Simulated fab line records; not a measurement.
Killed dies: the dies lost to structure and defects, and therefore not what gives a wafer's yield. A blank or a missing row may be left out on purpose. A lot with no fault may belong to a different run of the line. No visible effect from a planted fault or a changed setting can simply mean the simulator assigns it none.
Lot-split experiment    flow n5_finfet    on a route of 1938 steps: 7 lots, 21 wafers read

## ABOUT THE SPLIT
At N5_BEOL_M2_DESCUM_33 (chemistry O2, time 7 s), the setting time_s was moved away from the recipe's 7 s on 6 of the 21 wafers read, by +9.8% to +16.3%. All remaining wafers had this setting at the recipe value.

There is no step in the file separating the split from the reading.

## THE READING
CAR-EUV_of_BEOL_M2_COAT_22.thk_nm (the simulator's own value, which no gauge read), in nm, at N5_BEOL_M2_ETCH_77 (etches underlayer in N2/H2, target depth 6.5 nm, time 5.2 s). The file does not state a usual value for it. Across the 15 wafers here that went through the recipe, the average is 20.3 nm and the standard deviation 0.12 nm.

wafer   tool, chamber at the split  time_s as run, s  against the recipe  CAR-EUV_of_BEOL_M2_COAT_22.thk_nm, nm  against lot-mates on the recipe
L074.1  rie_diel-02, 2,1            7                 recipe              20.2                                   -
L074.2  rie_diel-02, 2,1            7                 recipe              20.2                                   -
L074.3  rie_diel-02, 3              7                 recipe              20.4                                   -
L077.3  rie_diel-02, 2              7                 recipe              20.2                                   -
L077.5  rie_diel-02, 2              7                 recipe              20.2                                   -
L077.4  rie_diel-02, 1              7                 recipe              20.4                                   -
L078.1  rie_diel-01, 2              7.687             +9.8%               20                                     -0.4
L078.5  rie_diel-01, 2              7.687             +9.8%               20                                     -0.4
L078.3  rie_diel-01, 3              7                 recipe              20.4                                   -
L080.1  rie_diel-01, 3,0            7                 recipe              20.4                                   -
L080.2  rie_diel-01, 2              7                 recipe              20.4                                   -
L080.3  rie_diel-01, 3,0            7                 recipe              20.2                                   -
L084.4  rie_diel-04, 2,1            8.14              +16.3%              19.8                                   -0.6
L084.5  rie_diel-04, 2,1            8.14              +16.3%              19.8                                   -0.6
L084.6  rie_diel-04, 0              7                 recipe              20.4                                   -
L088.1  rie_diel-04, 0              7                 recipe              20.2                                   -
L088.2  rie_diel-04, 3              7.716             +10.2%              20                                     -0.2
L088.5  rie_diel-04, 3              7.716             +10.2%              20                                     -0.2
L096.2  rie_diel-04, 3              7                 recipe              20.4                                   -
L096.6  rie_diel-04, 0,3            7                 recipe              20.4                                   -
L096.3  rie_diel-04, 0,3            7                 recipe              20.6                                   -
Rows listing several chambers each stand for several wafers; the file does not say which wafer went through which chamber.

FIT RESULTS
A straight line over all 21 wafers: CAR-EUV_of_BEOL_M2_COAT_22.thk_nm changes by -0.0329 nm for each +1% of time_s; r = -0.88; the points scatter about the line by 0.11 nm.
The same after taking each lot's own level away (the mean of its wafers on the recipe; 21 wafers): -0.034 nm for each +1%; r = -0.91; scatter 0.093 nm.
The reading moves by 0.55 nm for the largest change in time_s, on that fit.
The lots' own levels span 20.20 to 20.47 nm, that is 2.2 times the standard deviation above.
Hence the lot-to-lot level has little effect on the slope; both slopes agree.
Check: with one of the wafers moved furthest among these (+16.3%) left out of the fit, the line predicts -0.531 nm for it against its lot-mates. Against them it came out at -0.6 nm.

## ADDITIONAL SPLITS CARRIED BY THESE WAFERS
Other splits were also applied to these wafers ahead of the reading. Each is held against what the fit with the lots' levels taken away leaves over:
other split on the same wafers            wafers away from the commonest value  r with CAR-EUV_of_BEOL_M2_COAT_22.thk_nm (lot level and that fit taken away)
N5_HKMG_FIN_PEB_47 peb_time_s             5                                     +0.04
N5_MOL_CONTACT_COAG_PECVD_31 time_s       7                                     +0.19
N5_MOL_CONTACT_COAG_VIA_ETCH_117 bias_w   7                                     -0.23
N5_MOL_CONTACT_COAG_CVD_140 target_thk_a  4                                     -0.17
N5_BEOL_M0_ETCH_128 source_w              2                                     +0.00
N5_BEOL_M1_EXPOSE_08 dose_mj              10                                    +0.30
N5_BEOL_M1_ETCH_64 source_w               6                                     -0.13

## THE WHOLE CHAIN: every reading that the file lists as answering this split, in the file's order
step                  what it does                                                 reading                                                                             change (the file's fit)                 r (the file's)
N5_BEOL_M2_DESCUM_33  chemistry O2, time 7 s                                       CAR-EUV_of_BEOL_M2_COAT_22.thk_nm (the simulator's own value, which no gauge read)  -0.043 nm for each +1% of the setting   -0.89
N5_BEOL_M2_ETCH_77    etches underlayer in N2/H2, target depth 6.5 nm, time 5.2 s  CAR-EUV_of_BEOL_M2_COAT_22.thk_nm (the simulator's own value, which no gauge read)  -0.0338 nm for each +1% of the setting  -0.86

## FILE'S OWN FIT
CAR-EUV_of_BEOL_M2_COAT_22.thk_nm changes by -0.0338 nm for each +1% of time_s, r = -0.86.
